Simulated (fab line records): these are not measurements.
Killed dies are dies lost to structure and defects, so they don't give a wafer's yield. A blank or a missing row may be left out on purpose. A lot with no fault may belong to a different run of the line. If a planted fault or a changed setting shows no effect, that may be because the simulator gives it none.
fab line records ; flow nand-harc
[record] lots = 6; wafers = 18; last-day = 33
route steps=1302 shown A_WL_FILL@965 A_CONTACT@983 END@1302
lots untouched by any fault: they come from a run of this same line in which no faults occurred
start-h: hours from the record's first day to the start of the lot's first wafer shown ; wait-h: hours from the lot's prior step to this one ; " as in the row above ; L1.1+2: a row that stands for several wafers ; - no value present, or no start provided ; * or withheld: withheld ; < > ~ a bound
route shown NAME@n: a module of which the file shows steps, and the number in the route of the first ; usual: average and standard deviation across the fault-free wafers ; same: alike in all rows ; chamber/n: place in a boat ; sites: readings site by site ; _std_site: the values' standard deviation ; _edge_site: the outer-site mean with the inner-site mean subtracted ; radius-mm: for every site, how far away it sits from the centre of the wafer ; mask NAME#n: copy n ; behind: tool/chamber where the wafer was last shaped ; hold: what put the lot on hold/how long, in hours/how the hold closed ; device: the n, p or np transistor that did not switch ; end of line: the same wafers' tests at the end of the route ; where a step has no rows: the recipe by itself ; killed: count of dies lost to structure and defects at first sort (not the wafer's yield) ; map: a wafer's dies, marking killed ones x, the rest . and places with no die _
set.NAME: the setting the step ran with; set.NAME@STEP: the setting that earlier step ran with ; model.NAME: the simulator's own value behind a step, which no gauge read
certain route steps with their lots: each step a table, each wafer a row
services: when a tool's chamber went out of use (start-h, in hours from the record's first day, below 0 if earlier), for how many hours, and the reason
[[steps]]
[step NHARC_A_WL_FILL_ALD_10]
[recipe] target-thk-a = 500; pulse-time-s = 10; ald-cycles = 500; temp-c = 300; material = SiO2
[step NHARC_A_WL_FILL_ETCHBACK_16]
[recipe] target-depth-a = 1200; time-s = 24; c4f8-flow-sccm = withheld; o2-flow-sccm = 8; ar-flow-sccm = withheld; rf-w = 600; bias-w = 800; chemistry = C4F8/O2/Ar
[usual] oes-product-au = 0.977/0.028; rf-vpp-V = 723/4.7
lot.wafer;tool;chamber;start-h;wait-h;oes-product-au;rf-hours-counter-h;rf-vpp-V
L895.3;rie-diel-06;2;-;-;0.992;3.2;730
L895.4;rie-diel-06;3;-;-;1.004;3.0;719
L895.6;rie-diel-06;1;-;-;0.988;-;724
L898.3;rie-diel-06;2;-;-;0.962;3.3;730
L898.1;rie-diel-06;3;-;-;0.989;3.1;718
L898.6;rie-diel-06;2;-;-;0.972;-;730
L897.1;rie-diel-09;3;-;-;1.008;2.3;727
L897.6;rie-diel-09;3;-;-;1.012;-;727
L897.4;rie-diel-09;2;-;-;0.998;-;729
L901.4;rie-diel-03;1;-;-;1.002;0;717
L901.3;rie-diel-03;2;-;-;0.996;0;716
L901.1;rie-diel-03;3;-;-;0.997;0;719
L904.2;rie-diel-03;1;-;-;0.985;1.2;719
L904.3;rie-diel-03;2;-;-;0.986;1.5;715
L904.5;rie-diel-03;2;-;-;0.974;-;715
L906.3;rie-diel-06;0;-;-;0.973;0.5;717
L906.5;rie-diel-06;3;-;-;0.966;-;719
L906.6;rie-diel-06;0;-;-;0.973;-;717
[step NHARC_A_WL_FILL_STRIP_29]
[recipe] time-s = 20; o2-flow-sccm = 500; ar-flow-sccm = 0; bias-w = 0; chemistry = O2
[step NHARC_A_WL_FILL_ETCHBACK_17]
[recipe] target-depth-a = 40; time-s = 26.7; chemistry = Cl2/BCl3
[usual] drypump-motor-current-A = 5.67/0.21; oes-product-au = 1.001/0.0095
lot.wafer;tool;chamber;start-h;wait-h;drypump-motor-current-A;oes-product-au;rf-hours-counter-h
L895.3;rie-metal-02;1;585.31;-;5.91;0.990;-
L895.4;rie-metal-02;0;585.31;-;5.38;1.006;-
L895.6;rie-metal-02;1;585.31;-;5.91;0.992;-
L898.1;rie-metal-02;0;595.62;-;5.34;1.004;2.1
L898.3;rie-metal-02;0;595.62;-;5.35;1.001;-
L898.6;rie-metal-02;1;595.62;-;5.90;0.997;-
L897.1;rie-metal-01;0;601.96;-;5.62;0.990;0.2
L897.4;rie-metal-01;0;601.96;-;5.62;0.988;-
L897.6;rie-metal-01;1;601.96;-;5.51;1.004;-
L901.1;rie-metal-02;0;650.82;-;5.34;1.025;0.2
L901.4;rie-metal-02;1;650.82;-;5.87;1.005;-
L901.3;rie-metal-02;0;650.82;-;5.38;1.012;-
L904.2;rie-metal-02;1;674.82;-;5.91;1.002;0.8
L904.3;rie-metal-02;1;674.82;-;5.93;0.998;-
L904.5;rie-metal-02;1;674.82;-;5.90;1.006;-
L906.3;rie-metal-02;0;698.03;-;5.36;1.003;-
L906.5;rie-metal-02;1;698.03;-;5.88;1.001;-
L906.6;rie-metal-02;0;698.03;-;5.34;1.003;-
[step NHARC_A_WL_FILL_PRECLEAN_18]
[recipe] time-s = 30; chemistry = dHF
[step NHARC_A_WL_FILL_SRD_21]
[step NHARC_A_WL_FILL_CVD_23]
[recipe] target-thk-a = 400; temp-c = 620; pressure-mtorr = 200; time-s = 800; material = poly-Si
[step NHARC_A_WL_FILL_ETCHBACK_26]
[recipe] target-depth-a = 520; time-s = 13.3; hbr-flow-sccm = 150; rf-w = 350; icp-w = 350; bias-w = 60; chemistry = HBr
[step NHARC_A_WL_FILL_PRECLEAN_30]
[recipe] time-s = 10; chemistry = dHF
[step NHARC_A_WL_FILL_SRD_14]
[step NHARC_A_WL_FILL_ALD_19]
[recipe] target-thk-a = 20; pulse-time-s = 3; ald-cycles = 100; temp-c = 450; material = TiN
[step NHARC_A_WL_FILL_CVD_20]
[recipe] target-thk-a = 1000; temp-c = 400; pressure-torr = 40; wf6-flow-sccm = 40; h2-flow-sccm = 1600; ar-flow-sccm = 1560; time-s = 74; material = W
[usual] heater-power-w = 798/28; throttle-valve-pct = 8.1/0.3
lot.wafer;tool;chamber;start-h;wait-h;heater-power-w;throttle-valve-pct
L895.3;cvd-w-02;1;590.96;-;852;8.5
L895.4;cvd-w-02;0;590.96;-;786;7.6
L895.6;cvd-w-02;0;590.96;-;792;7.6
L898.1;cvd-w-01;0;601.37;-;778;8.4
L898.3;cvd-w-01;0;601.37;-;787;8.4
L898.6;cvd-w-01;0;601.37;-;804;8.2
L897.1;cvd-w-02;1;607.65;-;846;8.4
L897.4;cvd-w-02;1;607.65;-;829;8.5
L897.6;cvd-w-02;1;607.65;-;851;8.6
L901.1;cvd-w-02;1;656.52;-;788;7.9
L901.3;cvd-w-02;1;656.52;-;797;8.1
L901.4;cvd-w-02;1;656.52;-;813;7.9
L904.2;cvd-w-01;1;680.48;-;798;8.0
L904.3;cvd-w-01;0;680.48;-;778;8.4
L904.5;cvd-w-01;0;680.48;-;785;8.4
L906.3;cvd-w-01;0;703.63;-;785;8.5
L906.6;cvd-w-01;0;703.63;-;789;8.5
L906.5;cvd-w-01;1;703.63;-;805;8.0
[step NHARC_A_WL_FILL_CMP_12]
[recipe] t-overpolish-s = 30; target-thk-nm = 100
[usual] motor-current-A = 11.5/1.2; overpolish-run-s = 30.001/0.0095; time-to-endpoint-s = 21.3/2.9
lot.wafer;tool;chamber;start-h;wait-h;motor-current-A;overpolish-run-s;time-to-endpoint-s
L895.4;cmp-01;3;591.12;0.1;10.3;30.006;24.1
L895.3;cmp-01;0;591.12;0.1;10.1;30.009;22.6
L895.6;cmp-01;2;591.12;0.1;11.0;30.007;25.5
L898.3;cmp-01;2;601.53;0.1;10.8;30.006;27.0
L898.1;cmp-01;1;601.53;0.1;10.1;29.995;16.4
L898.6;cmp-01;3;601.53;0.1;10.5;29.994;22.0
L897.4;cmp-01;1;607.87;0.2;10.2;30.001;18.9
L897.1;cmp-01;2;607.87;0.2;10.9;30.000;23.4
L897.6;cmp-01;3;607.87;0.2;10.0;29.995;22.0
L901.1;cmp-02;1;656.86;0.3;13.5;30.008;22.0
L901.4;cmp-02;2;656.86;0.3;11.6;29.995;23.9
L901.3;cmp-02;3;656.86;0.3;11.6;30.000;26.1
L904.2;cmp-02;0;680.66;0.2;12.0;29.979;23.9
L904.3;cmp-02;1;680.66;0.2;12.1;29.995;17.8
L904.5;cmp-02;0;680.66;0.2;12.0;30.007;23.9
L906.3;cmp-01;0;703.79;0.1;9.7;30.004;19.1
L906.5;cmp-01;3;703.79;0.1;10.4;30.007;20.4
L906.6;cmp-01;0;703.79;0.1;9.4;29.996;16.6
[step NHARC_A_WL_FILL_SRD_31]
[step NHARC_A_CONTACT_DEP_24]
[recipe] target-thk-a = 5000; temp-c = 400; pressure-torr = 6.5; rf-w = 900; teos-flow-sccm = 161.4; flow-sccm = 2650; target-thk-nm = 500; gas = O2; material = SiO2
[step NHARC_A_CONTACT_DEP_28]
[recipe] target-thk-a = 70000; temp-c = 400; material = aC
[usual] throttle-valve-pct = 35.000/0.0081
lot.wafer;tool;chamber;start-h;wait-h;throttle-valve-pct
L895.3;acl-dep-01;0;595.27;3.1;35.000
L895.4;acl-dep-01;0;595.27;3.1;35.003
L895.6;acl-dep-01;0;597.38;5.2;34.996
L898.1;acl-dep-01;0;603.12;0.5;34.998
L898.3;acl-dep-01;0;604.54;1.9;34.996
L898.6;acl-dep-01;0;606.68;4.0;34.999
L897.1;acl-dep-01;0;612.86;4.0;34.996
L897.4;acl-dep-01;0;615.00;6.1;35.004
L897.6;acl-dep-01;0;616.42;7.5;34.999
L901.1;acl-dep-01;0;658.18;0.1;34.996
L901.3;acl-dep-01;0;659.60;1.5;35.002
L901.4;acl-dep-01;0;659.60;1.5;34.996
L904.2;acl-dep-02;0;687.08;5.1;35.002
L904.3;acl-dep-02;0;687.08;5.1;35.000
L904.5;acl-dep-02;0;689.23;7.2;34.990
L906.3;acl-dep-02;0;707.20;2.4;35.002
L906.5;acl-dep-02;0;708.62;3.8;35.003
L906.6;acl-dep-02;0;708.62;3.8;35.013
[step NHARC_A_CONTACT_DEP_29]
[recipe] target-thk-a = 1000; target-thk-nm = 100; temp-c = 400; pressure-torr = 3.5; flow-sccm = 200; rf-w = 350; material = SiON
[step NHARC_A_CONTACT_DEHYDRATE_32]
[recipe] temp-c = 150; time-s = 120
[step NHARC_A_CONTACT_HMDS_33]
[recipe] time-s = 30
[step NHARC_A_CONTACT_COAT_34]
[recipe] temp-c = 260; time-s = 75
[step NHARC_A_CONTACT_COAT_35]
[recipe] temp-c = 225; time-s = 65
[step NHARC_A_CONTACT_COAT_36]
[recipe] spin-rpm = 1500; resist-thk-nm = 90
[step NHARC_A_CONTACT_SOFTBAKE_37]
[recipe] temp-c = 105; time-s = 55
[step NHARC_A_CONTACT_EBR_38]
[step NHARC_A_CONTACT_EXPOSE_39]
[recipe] na = 1.35; sigma-outer = 0.8; dose-mj = 58.79; mask-id = A_CC_3
[step NHARC_A_CONTACT_PEB_40]
[recipe] peb-temp-c = 100; peb-time-s = 65
[step NHARC_A_CONTACT_DEVELOP_41]
[recipe] develop-time-s = 35; dev-temp-c = 23
[step NHARC_A_CONTACT_CD_MEAS_42]
[recipe] target-cd-nm = 300; landing-energy-ev = 500
[usual] cd-nm = 300.0/0.62
lot.wafer;tool;chamber;start-h;wait-h;cd-nm
L895.3;cd-sem-01;0;598.84;-;299.3
L895.4;cd-sem-01;0;598.84;-;300.2
L895.6;cd-sem-01;0;598.84;-;300.8
L898.1;cd-sem-01;0;608.13;-;299.5
L898.3;cd-sem-01;0;608.13;-;300.6
L898.6;cd-sem-01;0;608.13;-;300.0
L897.1;cd-sem-01;0;617.88;-;300.1
L897.4;cd-sem-01;0;617.88;-;299.9
L897.6;cd-sem-01;0;617.88;-;299.6
L901.1;cd-sem-03;0;663.17;-;299.4
L901.3;cd-sem-03;0;663.17;-;300.5
L901.4;cd-sem-03;0;663.17;-;300.2
L904.2;cd-sem-01;0;691.41;-;299.4
L904.3;cd-sem-01;0;691.41;-;301.0
L904.5;cd-sem-01;0;691.41;-;300.3
L906.3;cd-sem-03;0;710.66;-;299.7
L906.5;cd-sem-03;0;710.66;-;298.7
L906.6;cd-sem-03;0;710.66;-;300.5
[step NHARC_A_CONTACT_OVL_MEAS_43]
[usual] overlay-x-nm = -0.1/0.78; overlay-y-nm = -0.2/0.9
lot.wafer;tool;chamber;start-h;wait-h;overlay-x-nm;overlay-y-nm
L895.3;overlay-01;-;598.92;-;0.0;-0.4
L895.4;overlay-01;-;598.92;-;-0.1;-0.1
L895.6;overlay-01;-;598.92;-;0.0;0.3
L898.1;overlay-02;-;608.22;-;1.1;1.3
L898.3;overlay-02;-;608.22;-;1.0;1.7
L898.6;overlay-02;-;608.22;-;1.0;1.1
L897.1;overlay-01;-;617.97;-;-0.1;-0.1
L897.4;overlay-01;-;617.97;-;-0.2;-0.6
L897.6;overlay-01;-;617.97;-;-0.3;0.1
L901.1;overlay-02;-;663.25;-;0.5;0.4
L901.3;overlay-02;-;663.25;-;0.5;0.4
L901.4;overlay-02;-;663.25;-;-0.2;0.8
L904.2;overlay-02;-;691.49;-;0.1;-2.2
L904.3;overlay-02;-;691.49;-;0.2;-2.5
L904.5;overlay-02;-;691.49;-;0.4;-2.6
L906.3;overlay-02;-;710.74;-;-0.2;0.3
L906.5;overlay-02;-;710.74;-;-0.9;0.3
L906.6;overlay-02;-;710.74;-;0.3;0.9
[step NHARC_A_CONTACT_DESCUM_47]
[recipe] time-s = 3; o2-flow-sccm = 200; ar-flow-sccm = 0; bias-power-w = 0; chemistry = O2
[step NHARC_A_CONTACT_ETCH_48]
[recipe] target-depth-a = 390; over-etch-frac = 0.3; time-s = 65; ion-energy-ev = 80; cf4-flow-sccm = 150; ar-flow-sccm = 0; rf-w = 300; bias-w = 100; chemistry = CF4
[step NHARC_A_CONTACT_ETCH_49]
[recipe] target-depth-a = 2600; over-etch-frac = 0.3; time-s = 475.3; ion-energy-ev = 200; n2-flow-sccm = 150; h2-flow-sccm = 150; ar-flow-sccm = 0; rf-w = 400; bias-w = 150; chemistry = N2/H2
[step NHARC_A_CONTACT_ETCH_50]
[recipe] target-depth-a = 1210; time-s = 60.5; cf4-flow-sccm = 100; chf3-flow-sccm = 30; ar-flow-sccm = 0; rf-w = 500; bias-w = 200; chemistry = CF4/CHF3
[step NHARC_A_CONTACT_ETCH_51]
[recipe] target-depth-a = 70000; over-etch-frac = 0.3; time-s = 1820; ion-energy-ev = 150; o2-flow-sccm = 400; cos-flow-sccm = 20; ar-flow-sccm = 0; rf-w = 500; bias-w = 300; chemistry = O2/COS
[usual] drypump-motor-current-A = 5.8/0.47; oes-product-au = 1.001/0.011; rf-vpp-V = 313.8/2; showerhead-plenum-p-Torr = 3.10/0.12; throttle-valve-pct = 28.331/0.0098
lot.wafer;tool;chamber;start-h;wait-h;drypump-motor-current-A;oes-product-au;rf-hours-counter-h;rf-vpp-V;showerhead-plenum-p-Torr;throttle-valve-pct
L895.3;rie-diel-08;2;-;-;6.1;1.004;7;309.6;2.93;28.336
L895.4;rie-diel-08;1;-;-;6.0;0.980;6;313.0;3.04;28.332
L895.6;rie-diel-08;2;-;-;6.0;1.007;-;311.8;2.93;28.339
L898.1;rie-diel-08;2;-;-;6.1;1.006;9;310.4;2.93;28.327
L898.3;rie-diel-08;3;-;-;5.7;1.007;9;314.9;3.16;28.334
L898.6;rie-diel-08;3;-;-;5.7;0.997;-;314.8;3.16;28.328
L897.4;rie-diel-02;1;-;-;6.4;0.994;13;317.4;3.34;28.318
L897.1;rie-diel-02;2;-;-;5.4;1.014;13;313.8;3.09;28.341
L897.6;rie-diel-02;0;-;-;5.3;1.010;-;314.1;3.18;28.342
L901.1;rie-diel-13;1;-;-;5.9;1.011;49;314.3;3.14;28.331
L901.4;rie-diel-13;2;-;-;5.3;0.994;48;311.6;2.94;28.331
L901.3;rie-diel-13;3;-;-;5.4;1.011;46;318.3;3.35;28.321
L904.2;rie-diel-02;2;-;-;5.4;0.998;38;313.3;3.08;28.323
L904.3;rie-diel-02;0;-;-;5.2;1.008;44;314.9;3.17;28.348
L904.5;rie-diel-02;1;-;-;6.4;0.998;-;316.6;3.32;28.317
L906.3;rie-diel-02;3;-;-;4.7;1.003;50;314.9;3.10;28.326
L906.6;rie-diel-02;1;-;-;6.4;0.992;-;317.5;3.32;28.341
L906.5;rie-diel-02;2;-;-;5.4;1.000;-;313.5;3.07;28.329
[step NHARC_A_CONTACT_ETCH_111]
[recipe] source-w = withheld; pressure-mtorr = 20; bias-v = withheld; time-s = 140; target-depth-a = 7000; ar-flow-sccm = withheld; c4f8-flow-sccm = withheld; o2-flow-sccm = withheld; chemistry = C4F8/O2/Ar
[step NHARC_END_SORT_01]
[recipe] temp-c = 25
[usual] killed-at-array = 46/16; killed-at-other = 0.9/1.3; killed-at-periphery = 4.1/3; killed-dies = 51/17; killed-open = 3.5/1.8; killed-short = 2.5/1.8
[same] gross-dies = 677
lot.wafer;tool;chamber;start-h;wait-h;killed-at-array;killed-at-other;killed-at-periphery;killed-dies;killed-open;killed-short
L895.3;prober-01;0;669.72;3.1;65;0;2;67;6;1
L898.1;prober-02;0;678.92;2.5;28;0;1;29;4;4
L898.3;prober-02;0;680.53;3.1;20;0;6;26;6;3
L898.6;prober-02;0;682.93;4.0;24;0;6;30;4;1
L904.2;prober-01;0;771.51;2.8;125;0;2;127;1;1
L904.3;prober-01;0;772.31;3.1;107;0;2;109;2;1
L904.5;prober-01;0;773.92;3.7;123;0;5;128;3;4
L906.3;prober-02;0;784.70;3.1;108;3;1;112;4;2
L906.5;prober-02;0;786.28;3.7;134;0;4;138;4;2
L906.6;prober-02;0;787.07;4.0;132;1;7;140;4;2
// killed by level:class
L895.3 A_SLIT:chamber-film-flake=31 A_CHANNEL_HOLE_D1:chamber-film-flake=24 A_M0:geometric-particle:open=3 A_STAIRCASE:chamber-film-flake=3 A_CHANNEL_HOLE_D2:chamber-film-flake=2 P_M0:geometric-particle:open=1 P_M1:geometric-particle:open=1 A_DECK1_JOINT:geometric-particle:open=1
L898.1 A_CHANNEL_HOLE_D1:chamber-film-flake=8 A_DECK1_JOINT:chamber-film-flake=4 A_CONTACT:chamber-film-flake=4 A_SLIT:chamber-film-flake=3 A_CHANNEL_FILL_D2:geometric-particle:short=2 A_CONTACT:geometric-particle:open=2 A_CHANNEL_FILL_D1:geometric-particle:short=1 A_ONON_D2:geometric-particle:short=1
L898.3 A_CHANNEL_HOLE_D1:chamber-film-flake=8 P_M1:chamber-film-flake=2 A_CONTACT:chamber-film-flake=2 P_M0:geometric-particle:short=1 P_M0:geometric-particle:open=1 A_ONON_D1:geometric-particle:short=1 A_ONON_D1:geometric-particle:open=1 A_ONON_D2:geometric-particle:open=1
L898.6 A_CHANNEL_HOLE_D1:chamber-film-flake=17 A_CONTACT:chamber-film-flake=4 P_M1:chamber-film-flake=2 P_M0:geometric-particle:open=1 P_M2:geometric-particle:short=1 P_M2:geometric-particle:open=1 A_CHANNEL_HOLE_D1:geometric-particle:open=1 A_BLC:geometric-particle:open=1
L904.2 A_WL_FILL:unspecified=90 A_CONTACT:chamber-film-flake=10 A_CHANNEL_HOLE_D1:chamber-film-flake=8 A_SLIT:chamber-film-flake=6 A_STAIRCASE:chamber-film-flake=4 A_ONON_D1:geometric-particle:short=1 P_CONTACT:chamber-film-flake=1 A_BLC:geometric-particle:open=1
L904.3 A_WL_FILL:unspecified=75 A_CHANNEL_HOLE_D1:chamber-film-flake=15 A_CONTACT:chamber-film-flake=6 A_SLIT:chamber-film-flake=5 A_SGD_CUT:geometric-particle:open=1 A_WL_FILL:geometric-particle:short=1 A_WL_FILL:geometric-particle:open=1 P_ZERO_WELL:chamber-film-flake=1
L904.5 A_WL_FILL:unspecified=83 A_CONTACT:chamber-film-flake=13 A_CHANNEL_HOLE_D1:chamber-film-flake=9 A_SLIT:chamber-film-flake=6 P_GATE:chamber-film-flake=3 A_WL_FILL:geometric-particle:short=2 A_ZERO_WELL:chamber-film-flake=2 A_CHANNEL_HOLE_D2:chamber-film-flake=2
L906.3 A_WL_FILL:unspecified=73 A_SLIT:chamber-film-flake=15 A_CONTACT:chamber-film-flake=7 A_STAIRCASE:chamber-film-flake=4 THIN_TSV:chamber-film-flake=3 A_BLC:geometric-particle:open=2 A_CHANNEL_HOLE_D1:unspecified=2 A_SOURCE_PLATE:geometric-particle:short=1
L906.5 A_WL_FILL:unspecified=94 A_SLIT:chamber-film-flake=19 A_CHANNEL_HOLE_D1:chamber-film-flake=5 A_CONTACT:chamber-film-flake=4 A_STAIRCASE:chamber-film-flake=3 A_M0:chamber-film-flake=3 P_CONTACT:geometric-particle:open=1 A_CHANNEL_FILL_D1:geometric-particle:open=1
L906.6 A_WL_FILL:unspecified=79 A_SLIT:chamber-film-flake=25 A_CONTACT:chamber-film-flake=14 A_M0:chamber-film-flake=6 P_CONTACT:chamber-film-flake=3 A_ONON_D1:geometric-particle:short=2 P_GATE:chamber-film-flake=2 A_CHANNEL_HOLE_D1:unspecified=2
// map L904.5 (x killed, . not)
____________.____________
_________......._________
_______..........._______
______..x........x.______
_____.............x._____
____............x...x____
____.x..x........xx..____
___x...x...........xx.___
___..............x....___
__.x...................__
__........x............__
_......................._
_......................._
_....x.......xx.....x.x._
_x..................x.x._
_x..................xxx._
...x...............xxxxx.
.........x.......xxxxxxxx
...........x.x....xxxxxxx
.................xxxxxxxx
.x..........x....xxxxxxxx
_x..............xxxxxxxx_
_..x............xxxxxxxx_
_...........x...xxxxxxxx_
_.xxx............xxxxxxx_
_.................xxxxxx_
__.................xxx.__
__....................x__
___...............x...___
___...................___
____.........x.......____
____.....xxxx........____
_____.....x........._____
______...........x.______
_______.....x....._______
_________x.x...._________
____________.____________
// map L906.6 (x killed, . not)
____________.____________
_________....x.._________
_______x........x._______
______x.xx....xxxxx______
_____x.x..........xx_____
____..........x.xx.x.____
____............xxxx.____
___.x..........xx.xxx.___
___............xxxxx..___
__.x..............xxx..__
__.x..x.........x.xx...__
_.x...............x....._
_......................._
_x......................_
_x..................xxxx_
_................x..x..x_
..................xxxxx.x
...x..............xxxxxxx
..............xxxxxxxxxxx
..................xxxxxxx
...x.........x..xxxxxxxxx
_................xxxxxxx_
_.......x......x.xxxxxxx_
_............x....xxxxxx_
_.........x.x....xx.xxxx_
_..................xxxx._
__.................x.x.__
__..x............x...x.__
___..x................___
___...................___
____...x.............____
____................x____
_____..............._____
______.............______
_______..........._______
_________......._________
____________.____________
[[services]]
tool;chamber;start-h;hours;kind
rie-diel-06;3;561.85;2.5;repair
cmp-02;-;564.69;2.9;repair
rie-diel-08;1;569.57;13.0;repair
cmp-01;-;570.84;0.3;repair
rie-diel-02;-;570.85;9.0;pm
rie-metal-01;-;579.67;9.0;pm
cmp-01;-;580.14;4.0;pm
rie-diel-13;0;585.30;4.4;repair
rie-diel-09;0;591.29;15.7;repair
acl-dep-02;-;608.32;13.0;pm
rie-metal-01;-;614.14;1.5;repair
cmp-02;-;622.82;1.1;repair
cmp-02;-;624.63;4.0;pm
cvd-w-02;-;631.00;13.0;pm
rie-metal-02;-;631.05;9.0;pm
rie-diel-03;-;635.30;9.0;pm
cvd-w-02;0;645.00;16.2;repair
acl-dep-02;-;660.06;5.6;repair
rie-diel-06;-;661.20;9.0;pm
cmp-02;-;666.90;1.0;repair
rie-diel-06;-;672.38;3.3;repair
rie-diel-03;0;673.36;3.5;repair
cmp-01;-;678.14;4.0;pm
rie-diel-08;3;681.75;2.5;repair
[[key]]
[first-sign] step = NHARC_END_SORT_01; reading = killed-at-array; direction = up; sigmas = 4.6; usual = 46; struck = 122
[effect] step = NHARC_END_SORT_01; reading = killed-dies; direction = up; sigmas = 4.5; usual = 51; struck = 126
[more-kills-born-at] NHARC_A_WL_FILL_CVD_20@cvd-w-01 = 494
met-at NHARC_A_WL_FILL_CVD_20
struck-wafers L904.2,L904.3,L904.5,L906.3,L906.5,L906.6
tester-left-out L904,L906
onset-between 601.37 680.48
also-fits time
[earlier-fault] kind = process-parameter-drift; tool = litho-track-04; chamber = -; onset-h = 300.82; steps = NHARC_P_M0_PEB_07; channel = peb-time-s; offset = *; shape = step; acts-in = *; stated = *
[fault] kind = chamber-particle-source; tool = cvd-w-01; chamber = -; onset-h = 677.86; steps = NHARC_A_WL_FILL_CVD_20; rate-per-visit-cm2 = 0.87467
// tester-left-out: of these lots the tester's yield and bins aren't shown, on N5 and GAA mostly nor the transistor test; their killed dies are dies lost to structure and defects alone, not to doping, threshold or leakage, so they don't give the yield
